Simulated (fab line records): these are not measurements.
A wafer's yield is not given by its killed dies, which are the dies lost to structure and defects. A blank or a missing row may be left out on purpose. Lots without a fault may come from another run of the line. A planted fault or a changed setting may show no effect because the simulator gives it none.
Chamber matching || flow n5Finfet || rieDiel-04 running N5_BEOL_M2_VIA_ETCH_34: 4 sister chambers
The step etches the open film in C4F6/O2, target depth 69.4 nm, time 65.9 s. 24 wafers are shown with their chamber, then 12 later ones without.

## WAFERS, EACH WITH ITS CHAMBER
{"wafer": "L075.2", "chamber": 1, "showerheadPlenumPTorr (Torr)": 2.70, "drypumpMotorCurrentA (A)": 5.2, "oesProductAu (a.u.)": 0.72}
{"wafer": "L075.4", "chamber": 3, "showerheadPlenumPTorr (Torr)": 2.81, "drypumpMotorCurrentA (A)": 5.4, "oesProductAu (a.u.)": 0.91}
{"wafer": "L075.6", "chamber": 0, "showerheadPlenumPTorr (Torr)": 2.72, "drypumpMotorCurrentA (A)": 5.6, "oesProductAu (a.u.)": 0.69}
{"wafer": "L076.1", "chamber": 1, "showerheadPlenumPTorr (Torr)": 2.70, "drypumpMotorCurrentA (A)": 5.2, "oesProductAu (a.u.)": 0.71}
{"wafer": "L076.4", "chamber": 0, "showerheadPlenumPTorr (Torr)": 2.72, "drypumpMotorCurrentA (A)": 5.6, "oesProductAu (a.u.)": 0.69}
{"wafer": "L076.5", "chamber": 3, "showerheadPlenumPTorr (Torr)": 2.81, "drypumpMotorCurrentA (A)": 5.3, "oesProductAu (a.u.)": 0.91}
{"wafer": "L077.1", "chamber": 3, "showerheadPlenumPTorr (Torr)": 2.81, "drypumpMotorCurrentA (A)": 5.3, "oesProductAu (a.u.)": 0.91}
{"wafer": "L077.4", "chamber": 1, "showerheadPlenumPTorr (Torr)": 2.70, "drypumpMotorCurrentA (A)": 5.2, "oesProductAu (a.u.)": 0.72}
{"wafer": "L077.6", "chamber": 2, "showerheadPlenumPTorr (Torr)": 2.93, "drypumpMotorCurrentA (A)": 5.8, "oesProductAu (a.u.)": 0.73}
{"wafer": "L078.1", "chamber": 2, "showerheadPlenumPTorr (Torr)": 2.93, "drypumpMotorCurrentA (A)": 5.8, "oesProductAu (a.u.)": 0.74}
{"wafer": "L078.5", "chamber": 3, "showerheadPlenumPTorr (Torr)": 2.81, "drypumpMotorCurrentA (A)": 5.4, "oesProductAu (a.u.)": 0.91}
{"wafer": "L078.6", "chamber": 0, "showerheadPlenumPTorr (Torr)": 2.72, "drypumpMotorCurrentA (A)": 5.6, "oesProductAu (a.u.)": 0.69}
{"wafer": "L079.1", "chamber": 3, "showerheadPlenumPTorr (Torr)": 2.81, "drypumpMotorCurrentA (A)": 5.4, "oesProductAu (a.u.)": 0.89}
{"wafer": "L079.2", "chamber": 2, "showerheadPlenumPTorr (Torr)": 2.93, "drypumpMotorCurrentA (A)": 5.8, "oesProductAu (a.u.)": 0.72}
{"wafer": "L079.3", "chamber": 0, "showerheadPlenumPTorr (Torr)": 2.72, "drypumpMotorCurrentA (A)": 5.6, "oesProductAu (a.u.)": 0.67}
{"wafer": "L080.1", "chamber": 0, "showerheadPlenumPTorr (Torr)": 2.72, "drypumpMotorCurrentA (A)": 5.6, "oesProductAu (a.u.)": 0.69}
{"wafer": "L080.3", "chamber": 2, "showerheadPlenumPTorr (Torr)": 2.93, "drypumpMotorCurrentA (A)": 5.8, "oesProductAu (a.u.)": 0.73}
{"wafer": "L080.6", "chamber": 2, "showerheadPlenumPTorr (Torr)": 2.93, "drypumpMotorCurrentA (A)": 5.8, "oesProductAu (a.u.)": 0.73}
{"wafer": "L084.2", "chamber": 0, "showerheadPlenumPTorr (Torr)": 2.72, "drypumpMotorCurrentA (A)": 5.6, "oesProductAu (a.u.)": 0.67}
{"wafer": "L084.3", "chamber": 3, "showerheadPlenumPTorr (Torr)": 2.80, "drypumpMotorCurrentA (A)": 5.3, "oesProductAu (a.u.)": 0.89}
{"wafer": "L084.4", "chamber": 2, "showerheadPlenumPTorr (Torr)": 2.93, "drypumpMotorCurrentA (A)": 5.8, "oesProductAu (a.u.)": 0.72}
{"wafer": "L085.1", "chamber": 3, "showerheadPlenumPTorr (Torr)": 2.80, "drypumpMotorCurrentA (A)": 5.4, "oesProductAu (a.u.)": 0.87}
{"wafer": "L085.2", "chamber": 1, "showerheadPlenumPTorr (Torr)": 2.69, "drypumpMotorCurrentA (A)": 5.2, "oesProductAu (a.u.)": 0.70}
{"wafer": "L085.5", "chamber": 2, "showerheadPlenumPTorr (Torr)": 2.92, "drypumpMotorCurrentA (A)": 5.8, "oesProductAu (a.u.)": 0.71}

SIGNATURES, as means of the wafers listed above
{"reading": "showerheadPlenumPTorr", "chamber 0": 2.7200, "chamber 1": 2.6975, "chamber 2": 2.9286, "chamber 3": 2.8071, "scatter within a chamber": 0.0039}
{"reading": "drypumpMotorCurrentA", "chamber 0": 5.600, "chamber 1": 5.200, "chamber 2": 5.800, "chamber 3": 5.357, "scatter within a chamber": 0.0293}
{"reading": "oesProductAu", "chamber 0": 0.6833, "chamber 1": 0.7125, "chamber 2": 0.7257, "chamber 3": 0.8986, "scatter within a chamber": 0.012}
Rule: a wafer's distance from a chamber is the root of the sum, over the readings, of the square of ((its reading less the chamber's mean) divided by the reading's scatter). The wafer belongs to the nearest chamber; if the next one is less than 2 further off, it can't be placed. The scatter: take each reading less its chamber's mean, square it, sum over the shown wafers, divide by the number of wafers less the number of chambers, and take the root.

## WAFERS WITHOUT THEIR CHAMBER
{"wafer": "L090.3", "showerheadPlenumPTorr (Torr)": 2.92, "drypumpMotorCurrentA (A)": 5.8, "oesProductAu (a.u.)": 0.70}
{"wafer": "L090.4", "showerheadPlenumPTorr (Torr)": 3.05, "drypumpMotorCurrentA (A)": 5.6, "oesProductAu (a.u.)": 0.96}
{"wafer": "L090.6", "showerheadPlenumPTorr (Torr)": 2.69, "drypumpMotorCurrentA (A)": 5.3, "oesProductAu (a.u.)": 0.69}
{"wafer": "L094.2", "showerheadPlenumPTorr (Torr)": 2.91, "drypumpMotorCurrentA (A)": 5.8, "oesProductAu (a.u.)": 0.70}
{"wafer": "L094.4", "showerheadPlenumPTorr (Torr)": 2.79, "drypumpMotorCurrentA (A)": 5.4, "oesProductAu (a.u.)": 0.84}
{"wafer": "L094.5", "showerheadPlenumPTorr (Torr)": 2.91, "drypumpMotorCurrentA (A)": 5.8, "oesProductAu (a.u.)": 0.70}
{"wafer": "L095.3", "showerheadPlenumPTorr (Torr)": 2.79, "drypumpMotorCurrentA (A)": 5.4, "oesProductAu (a.u.)": 0.84}
{"wafer": "L095.5", "showerheadPlenumPTorr (Torr)": 2.91, "drypumpMotorCurrentA (A)": 5.7, "oesProductAu (a.u.)": 0.70}
{"wafer": "L095.6", "showerheadPlenumPTorr (Torr)": 2.79, "drypumpMotorCurrentA (A)": 5.4, "oesProductAu (a.u.)": 0.84}
{"wafer": "L097.1", "showerheadPlenumPTorr (Torr)": 2.79, "drypumpMotorCurrentA (A)": 5.3, "oesProductAu (a.u.)": 0.82}
{"wafer": "L097.5", "showerheadPlenumPTorr (Torr)": 3.04, "drypumpMotorCurrentA (A)": 5.6, "oesProductAu (a.u.)": 0.90}
{"wafer": "L097.6", "showerheadPlenumPTorr (Torr)": 2.79, "drypumpMotorCurrentA (A)": 5.4, "oesProductAu (a.u.)": 0.83}

## EACH ONE'S CHAMBER
{"wafer": "L090.3", "from the rows above": 2, "in truth": 2}
{"wafer": "L090.4", "from the rows above": 2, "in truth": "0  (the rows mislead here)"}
{"wafer": "L090.6", "from the rows above": 1, "in truth": 1}
{"wafer": "L094.2", "from the rows above": 2, "in truth": 2}
{"wafer": "L094.4", "from the rows above": 3, "in truth": 3}
{"wafer": "L094.5", "from the rows above": 2, "in truth": 2}
{"wafer": "L095.3", "from the rows above": 3, "in truth": 3}
{"wafer": "L095.5", "from the rows above": 2, "in truth": 2}
{"wafer": "L095.6", "from the rows above": 3, "in truth": 3}
{"wafer": "L097.1", "from the rows above": 3, "in truth": 3}
{"wafer": "L097.5", "from the rows above": 2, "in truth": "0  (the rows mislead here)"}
{"wafer": "L097.6", "from the rows above": 3, "in truth": 3}
Correctly placed: 10 of 12. From these rows, 0 cannot be placed. Wrongly placed: 2.
